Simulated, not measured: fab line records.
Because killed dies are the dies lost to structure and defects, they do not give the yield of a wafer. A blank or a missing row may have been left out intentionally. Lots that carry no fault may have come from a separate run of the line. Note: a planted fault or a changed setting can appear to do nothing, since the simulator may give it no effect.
fab line records	flow n5_finfet
record lots=10	wafers=29	last_day=18
route steps=1938 shown BEOL_M4@1111 MIM_BOT_LITHO@1862 MIM_BOT_ETCH@1866 PASSIVATION@1916
lots that met no fault: taken from a fault-free run of the same line
start_h: the number of hours between the record's first day and the start of the first shown wafer of the lot	wait_h: hours from the lot's prior step to this one	" as in the row above	L1.1+2: one row covering several wafers at once	- value missing, or start not given	* or withheld: withheld	< > ~ a bound
route shown NAME@n: names a module that has steps shown in the file, with the first one's number in the route	usual: average and standard deviation across the fault-free wafers	same: alike in all rows	chamber/n: place in a boat	sites: the reading at each site	_std_site: the values' standard deviation	_edge_site: the outer-site mean with the inner-site mean subtracted	radius_mm: how far each site lies from the wafer's centre	mask NAME#n: copy n	behind: the last tool/chamber to shape the wafer	hold: reason for holding the lot/hours on hold/outcome of the hold	device: which transistor (n, p or np) failed to switch	end of line: tests run on the same wafers once the route is complete	step lacking rows: just its recipe	killed: not the wafer's yield, but the dies lost to structure and defects at the first sort	map: dies across one wafer; x = killed, . = not, _ = none there
set.NAME: setting as actually run; set.NAME@STEP: the setting as run at that earlier step	model.NAME: the simulator's own value behind a step, which no gauge read
steps of the route over a sample of lots; a table a step, a row a wafer
services: from which hour (start_h, from the record's first day; less than 0 if before it) a tool's chamber was out of use, for how many hours, and why
## steps
# step N5_BEOL_M4_RC_MEAS_101
# usual DIBL_N=36.0/1.7	DIBL_P=36.0/2	IOFF_N=0.156/0.028	IOFF_P=0.21/0.04	ION_N=673/12	ION_P=463/8.3	SS_N=71.4/0.6	SS_P=73.3/0.66	VT_N=250/3	VT_P=-250/3.8
lot.wafer	tool	chamber	start_h	wait_h	DIBL_N[mV/V]	DIBL_P[mV/V]	IOFF_N[nA/um]	IOFF_P[nA/um]	ION_N[uA/um]	ION_P[uA/um]	SS_N[mV/dec]	SS_P[mV/dec]	VT_N[mV]	VT_P[mV]
L768.2	prober-01	0	165.53	0.2	35.2	35.4	0.146	0.20	668	470	71.2	73.2	252	-250
L768.3	"	0	"	"	33.2	33.1	0.118	0.16	661	461	70.4	73.0	254	-253
L768.6	"	0	"	"	33.7	34.3	0.132	0.19	667	458	71.0	72.7	252	-250
L769.2	prober-01	0	173.52	0.2	33.3	32.2	0.102	0.17	653	460	70.6	72.2	256	-253
L769.5	"	0	"	"	35.7	35.4	0.135	0.20	654	456	72.1	73.7	254	-251
L769.6	"	0	"	"	35.2	34.4	0.136	0.20	666	459	71.4	72.7	254	-249
L775.1	prober-01	0	209.48	0.1	36.7	35.6	0.160	0.20	682	462	72.3	72.7	249	-252
L775.3	"	0	"	"	38.2	37.2	0.192	0.23	669	458	71.8	73.3	245	-249
L775.5	"	0	"	"	37.4	36.1	0.167	0.21	680	463	71.4	73.8	247	-249
L778.3	prober-02	0	227.16	0.3	32.3	32.4	0.112	0.19	658	462	70.2	72.7	254	-249
L778.4	"	0	"	"	34.6	35.4	0.156	0.23	682	467	71.0	73.5	250	-247
L778.5	"	0	"	"	34.7	35.3	0.142	0.22	660	459	71.6	73.2	252	-247
L779.1	prober-01	0	236.13	0.0	39.2	38.8	0.220	0.28	699	477	72.1	74.7	243	-247
L779.4	"	0	"	"	32.8	30.8	0.107	0.16	658	465	70.5	72.3	254	-252
L779.5	"	0	"	"	35.6	34.7	0.146	0.21	670	463	71.4	73.2	252	-252
L781.3	prober-01	0	243.23	0.3	36.4	37.6	0.171	0.28	694	480	71.3	73.8	248	-240
L781.4	"	0	"	"	34.0	35.2	0.133	0.25	680	485	70.9	73.3	249	-243
L781.6	"	0	"	"	35.7	37.5	0.155	0.28	688	480	71.4	74.7	248	-244
L782.2	prober-01	0	245.12	0.2	35.5	34.7	0.141	0.20	656	460	70.8	73.3	254	-251
L782.3	"	0	"	"	37.3	36.9	0.182	0.23	684	472	71.4	72.7	249	-248
L782.5	"	0	"	"	37.1	37.1	0.174	0.24	688	467	71.6	73.9	249	-248
L783.2	prober-02	0	254.18	0.2	36.2	36.7	0.174	0.19	681	458	71.3	73.9	248	-252
L783.4	"	0	"	"	33.9	34.5	0.133	0.16	667	457	70.4	73.4	251	-256
L785.1	prober-02	0	274.15	0.0	38.8	38.5	0.179	0.24	675	463	71.9	73.6	249	-250
L785.3	"	0	"	"	37.1	36.2	0.156	0.22	687	470	71.3	72.2	248	-248
L785.4	"	0	"	"	37.9	36.2	0.163	0.22	672	460	71.2	72.9	251	-249
L791.1	prober-02	0	312.58	0.0	36.8	37.8	0.184	0.23	694	471	71.0	73.2	246	-249
L791.2	"	0	"	"	36.1	37.0	0.167	0.21	684	464	71.1	72.9	248	-251
L791.6	"	0	"	"	36.3	36.7	0.166	0.21	680	459	71.8	73.4	247	-253
# step N5_MIM_BOT_LITHO_CD_MEAS_08
# recipe target_cd_nm=3000	landing_energy_ev=500	detector=se_inlens	polarity=opening
# usual cd_nm=3000.1/1.8
lot.wafer	tool	chamber	start_h	wait_h	cd_nm
L768.2	cd_sem-01	0	259.49	-	2998.9
L768.3	"	0	"	"	2997.7
L768.6	"	0	"	"	2999.3
L769.2	cd_sem-03	0	275.04	-	2999.6
L769.5	"	0	"	"	3004.0
L769.6	"	0	"	"	3000.1
L775.1	cd_sem-01	0	305.36	-	2998.9
L775.3	"	0	"	"	3002.0
L775.5	"	0	"	"	3000.2
L778.3	cd_sem-03	0	321.72	-	3001.8
L778.4	"	0	"	"	2998.7
L778.5	"	0	"	"	3001.6
L779.1	cd_sem-03	0	330.30	-	3000.9
L779.4	"	0	"	"	2998.3
L779.5	"	0	"	"	2999.8
L782.2	cd_sem-01	0	337.98	-	2999.3
L782.3	"	0	"	"	2999.3
L782.5	"	0	"	"	3000.1
L781.3	cd_sem-01	0	338.43	-	2998.8
L781.4	"	0	"	"	3000.1
L781.6	"	0	"	"	2996.5
L783.2	cd_sem-03	0	355.81	-	2998.8
L783.4	"	0	"	"	2998.8
L785.1	cd_sem-03	0	366.07	-	3002.0
L785.3	"	0	"	"	3000.1
L785.4	"	0	"	"	3000.2
L791.1	cd_sem-02	0	409.82	-	2999.0
L791.2	"	0	"	"	2999.7
L791.6	"	0	"	"	3000.4
# step N5_MIM_BOT_ETCH_ETCH_04
# recipe chemistry=CF4/O2	target=SiNx	target_depth_a=260	time_s=13	ion_energy_ev=100	pressure_mtorr=40	source_w=535	bias_w=49	Ar_flow_sccm=100	cf4_flow_sccm=100	O2_flow_sccm=10
# usual drypump_motor_current_A=5.7/0.43	oes_product_au=0.83/0.067	rf_vpp_V=240/4.1	showerhead_plenum_p_Torr=2.22/0.056	throttle_valve_pct=15.95/0.21
lot.wafer	tool	chamber	start_h	wait_h	drypump_motor_current_A	oes_product_au	rf_hours_counter_h	rf_vpp_V	showerhead_plenum_p_Torr	throttle_valve_pct
L768.2	rie_diel-01	0	259.65	0.0	6.7	0.89	28	237	2.25	15.81
L768.3	"	2	"	"	5.3	0.94	12	233	2.17	15.81
L768.6	"	0	"	"	6.7	0.89	-	236	2.25	15.81
L769.2	rie_diel-06	3	275.27	0.0	5.7	0.73	213	237	2.18	16.46
L769.5	"	0	"	"	5.2	0.75	-	246	2.28	16.08
L769.6	"	1	"	"	6.1	0.85	-	242	2.32	15.78
L775.1	rie_diel-03	1	305.51	0.0	6.0	0.80	87	236	2.14	15.99
L775.3	"	0	"	"	5.9	0.84	59	245	2.24	16.09
L775.5	"	0	"	"	5.9	0.84	-	244	2.24	16.10
L778.3	rie_diel-06	0	322.38	0.0	5.1	0.74	186	246	2.28	16.11
L778.4	"	1	"	"	6.0	0.83	87	242	2.32	15.82
L778.5	"	2	"	"	5.5	0.89	-	241	2.25	15.87
L779.1	rie_diel-06	3	330.45	0.0	5.7	0.73	233	236	2.17	16.52
L779.4	"	1	"	"	6.1	0.82	90	240	2.32	15.81
L779.5	"	0	"	"	5.1	0.74	-	246	2.28	16.12
L782.2	rie_diel-06	2	338.13	0.0	5.5	0.88	48	242	2.24	15.89
L782.3	"	1	"	"	6.0	0.83	93	243	2.32	15.83
L782.5	"	3	"	"	5.7	0.73	-	236	2.17	16.51
L781.3	rie_diel-06	1	338.58	0.0	6.0	0.82	93	242	2.32	15.82
L781.4	"	0	"	"	5.1	0.73	192	246	2.28	16.13
L781.6	"	2	"	"	5.5	0.88	-	242	2.24	15.88
L783.2	rie_diel-01	3	355.96	0.0	5.5	0.92	27	239	2.16	15.78
L783.4	"	2	"	"	5.3	0.89	41	236	2.16	15.87
L785.1	rie_diel-06	2	366.40	0.0	5.5	0.86	58	241	2.24	15.90
L785.3	"	1	"	"	6.0	0.80	102	243	2.31	15.84
L785.4	"	0	"	"	5.1	0.73	201	245	2.27	16.13
L791.1	rie_diel-06	0	409.98	0.0	5.1	0.72	221	246	2.27	16.18
L791.2	"	1	"	"	6.0	0.79	122	241	2.31	15.89
L791.6	"	3	"	"	5.7	1.01	-	235	2.17	16.06
# step N5_PASSIVATION_PECVD_35
# recipe material=SiNx	target_thk_a=7000	temp_c=400	precursor=SiH4/NH3/N2	pressure_torr=4.9	rf_w=1406	time_s=151.3
# usual heater_power_w=402/100	run_length_s=195.2/0.57	showerhead_plenum_p_Torr=8.70/0.069	showerhead_vpp_V=2336/130	throttle_valve_pct=28.6/1.1
lot.wafer	tool	chamber	start_h	wait_h	heater_power_w	run_length_s	showerhead_plenum_p_Torr	showerhead_vpp_V	throttle_valve_pct
L768.2	pecvd-04	2	266.70	0.3	524	194.1	8.65	2383	26.6
L768.3	"	2	"	"	543	194.3	8.67	2332	26.7
L768.6	"	2	"	"	491	194.8	8.66	2364	26.4
L769.2	pecvd-04	1	282.66	0.1	253	195.1	8.66	2297	28.7
L769.5	"	0	"	"	323	196.0	8.72	2428	29.5
L769.6	"	1	"	"	273	194.8	8.68	2305	28.5
L775.1	pecvd-02	0	310.74	0.1	471	195.0	8.73	2193	28.7
L775.3	"	1	"	"	341	195.0	8.72	2373	30.2
L775.5	"	1	"	"	386	195.4	8.69	2400	30.4
L778.3	pecvd-03	1	327.44	0.1	372	195.6	8.62	2225	28.6
L778.4	"	2	"	"	594	196.6	8.67	2195	29.3
L778.5	"	1	"	"	407	195.8	8.65	2228	28.9
L779.1	pecvd-04	0	334.92	0.1	331	195.3	8.71	2456	29.4
L779.4	"	1	"	"	275	194.8	8.65	2267	28.3
L779.5	"	2	"	"	536	194.1	8.64	2354	26.8
L782.2	pecvd-02	2	343.74	0.1	395	194.9	8.85	2599	27.6
L782.3	"	0	"	"	463	195.1	8.71	2221	28.5
L782.5	"	1	"	"	293	195.3	8.70	2437	30.4
L781.3	pecvd-02	0	344.06	0.1	449	194.9	8.72	2218	28.9
L781.4	"	0	"	"	473	195.7	8.74	2233	28.7
L781.6	"	1	"	"	363	195.3	8.71	2381	30.4
L783.2	pecvd-02	1	362.74	0.1	397	290.9	8.70	2400	30.2
L783.4	"	1	"	"	431	195.2	8.74	2417	30.1
L785.1	pecvd-02	0	373.02	0.1	431	195.3	8.73	2259	28.8
L785.3	"	1	"	"	435	290.3	8.70	2443	30.1
L785.4	"	2	"	"	273	195.6	8.85	2632	27.7
L791.1	pecvd-03	1	416.24	0.1	357	195.7	8.65	2253	28.8
L791.2	"	0	"	"	536	195.5	8.58	2167	28.9
L791.6	"	2	"	"	418	196.5	8.66	2201	29.1
# step N5_PASSIVATION_CD_MEAS_44
# recipe target_cd_nm=40000	landing_energy_ev=500	detector=se_inlens
# usual cd_nm=40000/4
lot.wafer	tool	chamber	start_h	wait_h	cd_nm
L768.2	cd_sem-03	0	267.42	-	40004
L768.3	"	0	"	"	39999
L768.6	"	0	"	"	40001
L769.2	cd_sem-03	0	283.23	-	39997
L769.5	"	0	"	"	39999
L769.6	"	0	"	"	39993
L775.1	cd_sem-02	0	311.30	-	39997
L775.3	"	0	"	"	39996
L775.5	"	0	"	"	39997
L778.3	cd_sem-03	0	327.87	-	40001
L778.4	"	0	"	"	39995
L778.5	"	0	"	"	39992
L779.1	cd_sem-01	0	335.48	-	40000
L779.4	"	0	"	"	40006
L779.5	"	0	"	"	40011
L782.2	cd_sem-03	0	344.17	-	39999
L782.3	"	0	"	"	39999
L782.5	"	0	"	"	40001
L781.3	cd_sem-03	0	344.62	-	40000
L781.4	"	0	"	"	39997
L781.6	"	0	"	"	39999
L783.2	cd_sem-03	0	363.30	-	40000
L783.4	"	0	"	"	40004
L785.1	cd_sem-03	0	373.57	-	39995
L785.3	"	0	"	"	39993
L785.4	"	0	"	"	39998
L791.1	cd_sem-03	0	416.79	-	40003
L791.2	"	0	"	"	40003
L791.6	"	0	"	"	39998
# step N5_PASSIVATION_PROBE_49
# usual defect_limited_yield=91.6/1.6	killed_at_M0_to_M3=31/10	killed_at_M4_up=14/6.3	killed_at_contacts=12/6.1	killed_at_front_end=39/12	killed_at_other=3.7/2.8	killed_dies=100/19	killed_on_rim=13/4.2	killed_open=66/14	killed_short=33/8.1	sort_bin_5_function=5.0/1.1	sort_bin_6_memory=3.2/0.66	sort_n_pass=1080/18	sort_yield_pct=91.6/1.6
# same gross_dies=1180	killed_at_back_side=0	sort_bin_4_leakage[%]=0	sort_bin_8_speed[%]=0
lot.wafer	tool	chamber	start_h	wait_h	defect_limited_yield[%]	killed_at_M0_to_M3	killed_at_M4_up	killed_at_contacts	killed_at_front_end	killed_at_other	killed_dies	killed_on_rim	killed_open	killed_short	sort_bin_5_function[%]	sort_bin_6_memory[%]	sort_n_pass	sort_yield_pct[%]
L783.2	prober-02	-	366.49	0.1	0	36	9	7	47	1081	1180	152	64	37	96.9	2.8	0	0
L783.4	prober-02	-	366.59	0.2	88.1	40	21	16	60	3	140	17	114	24	7.3	4.5	1040	88.1
L785.1	prober-02	-	376.70	0.0	88.2	46	16	21	52	4	139	19	92	45	7.1	4.0	1041	88.2
L785.3	prober-02	-	376.80	0.1	0	36	13	26	55	1050	1180	152	84	48	95.0	4.6	0	0
L785.4	prober-02	-	376.85	0.2	88.3	27	22	11	74	4	138	25	88	46	7.3	4.1	1042	88.3
# killed by level:class
L783.2 PASSIVATION:area_pecvd=1079 FIN_SAQP:geometric_particle:open=12 STI_FIN_REVEAL:geometric_particle:open=8 BEOL_M0:geometric_particle:open=8 BEOL_M2:geometric_particle:open=8 FIN_SAQP:geometric_particle:short=7 BEOL_M0_SAQP:geometric_particle:short=7 MOL_CONTACT_COAG:geometric_particle:open=6
L783.4 FIN_SAQP:geometric_particle:open=17 MOL_CONTACT_COAG:geometric_particle:open=14 BEOL_M3:geometric_particle:open=11 BEOL_M4:geometric_particle:open=11 STI_FIN_REVEAL:geometric_particle:open=10 GATE_CUT:geometric_particle:open=9 BEOL_M0:geometric_particle:open=7 BEOL_M1:geometric_particle:open=6
L785.1 FIN_SAQP:geometric_particle:open=19 MOL_CONTACT_COAG:geometric_particle:open=16 FIN_SAQP:geometric_particle:short=14 BEOL_M2:geometric_particle:open=13 BEOL_M0_SAQP:geometric_particle:short=11 BEOL_M0_SAQP:geometric_particle:open=9 BEOL_M4:geometric_particle:open=8 BEOL_M1:geometric_particle:open=7
L785.3 PASSIVATION:area_pecvd=1045 MOL_CONTACT_COAG:geometric_particle:open=23 FIN_SAQP:geometric_particle:short=17 FIN_SAQP:geometric_particle:open=9 BEOL_M2:geometric_particle:open=8 BEOL_M1:geometric_particle:open=7 STI_FIN_REVEAL:geometric_particle:open=7 GATE_CUT:geometric_particle:short=7
L785.4 STI_FIN_REVEAL:geometric_particle:open=23 FIN_SAQP:geometric_particle:open=15 BEOL_M4:geometric_particle:open=12 FIN_SAQP:geometric_particle:short=11 MOL_CONTACT_COAG:geometric_particle:open=9 BEOL_M0_SAQP:geometric_particle:open=6 BEOL_M0_SAQP:geometric_particle:short=6 STI_FIN_REVEAL:geometric_particle:short=5
## services
tool	chamber	start_h	hours	kind
rie_diel-01	3	247.96	-	clean
rie_diel-01	3	247.96	-	consumable_replace:focus_ring
rie_diel-01	3	247.96	16.2	scheduled_down
rie_diel-01	3	247.96	16.2	vent_cycle
pecvd-04	1	265.09	6.4	repair
pecvd-04	0	266.24	2.1	scheduled_down
rie_diel-03	1	267.61	8.5	repair
pecvd-02	2	267.67	5.0	scheduled_down
rie_diel-01	-	282.13	15.6	pm
rie_diel-03	0	288.61	3.7	repair
pecvd-04	0	302.31	12.1	repair
rie_diel-06	-	319.09	2.8	pm
rie_diel-06	3	347.85	6.3	repair
rie_diel-03	1	374.86	2.7	repair
rie_diel-06	3	383.39	-	clean
rie_diel-06	3	383.39	-	consumable_replace:focus_ring
rie_diel-06	3	383.39	14.8	scheduled_down
rie_diel-06	3	383.39	14.8	vent_cycle
pecvd-04	2	395.92	2.1	scheduled_down
rie_diel-01	-	401.83	3.2	repair
## key
first_sign step=N5_PASSIVATION_PECVD_35	reading=run_length_s	direction=up	sigmas=99+	usual=*	struck=*
effect step=N5_PASSIVATION_PROBE_49	reading=killed_at_other	direction=up	sigmas=99+	usual=3.7	struck=1065.5
more_kills_born_at N5_PASSIVATION_PECVD_35@pecvd-02=2124
met_at N5_PASSIVATION_PECVD_35
struck_lots L783,L785
struck_wafers L783.2,L785.3
later_rows_left_out L783.2,L785.3
not_acting_at N5_MIM_BOT_LITHO_CD_MEAS_08,N5_MIM_BOT_ETCH_ETCH_04,N5_PASSIVATION_CD_MEAS_44
onset_between 344.06 362.74
fault kind=process_parameter_drift	tool=pecvd-02	chamber=-	onset_h=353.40	steps=N5_PASSIVATION_PECVD_35	channel=time_s	offset=*	shape=step	end_h=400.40	scope=struck_wafers_only	acts_in=*	stated=*
# later_rows_left_out: the simulator's readings of these wafers behind a module that went badly wrong aren't trusted and aren't shown, but for the sort
